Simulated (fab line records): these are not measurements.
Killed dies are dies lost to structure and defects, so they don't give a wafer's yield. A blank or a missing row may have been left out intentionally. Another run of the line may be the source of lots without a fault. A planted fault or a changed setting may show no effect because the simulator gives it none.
Chamber matching	flow nand harc	4 sister chambers for NHARC_A_BLC_STRIP_29 on rie diel-13
The step strips in CF4. 4 wafers are shown with their chamber, then 7 later ones without.

## WAFERS, EACH WITH ITS CHAMBER
wafer	chamber	rf vpp V (V)
L082.6	0	59.2
L087.1	3	58.0
L089.1	1	58.5
L089.2	2	58.9

## WAFERS WITHOUT THEIR CHAMBER
wafer	rf vpp V (V)
L089.5	59.9
L094.1	58.4
L094.4	59.6
L094.5	59.7
L095.1	60.2
L095.4	58.8
L095.5	59.8

## WHICH CHAMBER EACH WENT THROUGH
wafer	from the rows above	in truth
L089.5	can't be placed: 0 or 2 or 1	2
L094.1	can't be placed: 1 or 3 or 2 or 0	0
L094.4	can't be placed: 0 or 2 or 1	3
L094.5	can't be placed: 0 or 2 or 1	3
L095.1	can't be placed: 0 or 2 or 1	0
L095.4	can't be placed: 2 or 1 or 0 or 3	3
L095.5	can't be placed: 0 or 2 or 1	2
Correct placement for 0 of the 7. Unplaceable from these rows: 7, with the true chamber sitting among the candidates in 5. Wrongly placed: 0.
How it was worked out, from the rows above alone: a wafer's distance from a chamber is the root of the sum, over the readings, of the square of ((its reading less the chamber's mean) divided by the reading's scatter). The wafer belongs to the nearest chamber; if the next one is less than 2 further off, it can't be placed. For every chamber, the mean is computed from those of its wafers that are shown. The scatter (one wafer shown for each chamber): square how far every hidden wafer sits from the nearest shown wafer, average those squares and take the square root.
